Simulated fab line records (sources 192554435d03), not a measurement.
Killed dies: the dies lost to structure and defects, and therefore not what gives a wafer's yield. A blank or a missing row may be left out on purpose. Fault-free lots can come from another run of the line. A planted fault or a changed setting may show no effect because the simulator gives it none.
Matching of chambers    flow n5-finfet    3 sister chambers for N5_BEOL_M14_ILD_DEP_00 on pecvd-01
The step deposits SiO2 from TEOS/O2, target thk 1119.3 nm, time 237.4 s. 3 wafers are shown with their chamber, then 12 later ones without.

== WAFERS PAIRED WITH THEIR CHAMBERS ==
wafer   chamber  throttle-valve-pct (%)
L082.3  1        18.7
L086.3  0        17.5
L086.5  2        17.2

== WAFERS MISSING THEIR CHAMBER ==
wafer   throttle-valve-pct (%)
L092.1  17.6
L092.2  17.3
L092.3  18.6
L095.1  17.9
L095.3  19.0
L095.6  17.2
L096.2  17.6
L096.3  18.9
L096.6  18.7
L097.1  17.6
L097.3  17.2
L097.6  17.8

== WHICH CHAMBER EACH ONE RAN IN ==
wafer   from the rows above      in truth
L092.1  can't be placed: 0 or 2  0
L092.2  can't be placed: 2 or 0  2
L092.3  1                        1
L095.1  can't be placed: 0 or 2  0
L095.3  1                        1
L095.6  can't be placed: 2 or 0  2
L096.2  can't be placed: 0 or 2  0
L096.3  1                        1
L096.6  1                        1
L097.1  can't be placed: 0 or 2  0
L097.3  can't be placed: 2 or 0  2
L097.6  can't be placed: 0 or 2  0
Placed correctly: 4 of 12. Not placeable from these rows: 8 (in 8, the candidates include the true chamber). Placed wrongly: 0.
How it was worked out, from the rows above alone: a wafer's distance from a chamber is the root of the sum, over the readings, of the square of ((its reading less the chamber's mean) divided by the reading's scatter). The wafer belongs to the nearest chamber; if the next one is less than 2 further off, it can't be placed. A chamber's mean is the mean of its shown wafers. The scatter: with one shown wafer a chamber, the root of the mean of the squares of how far each hidden wafer lies from its nearest shown one.
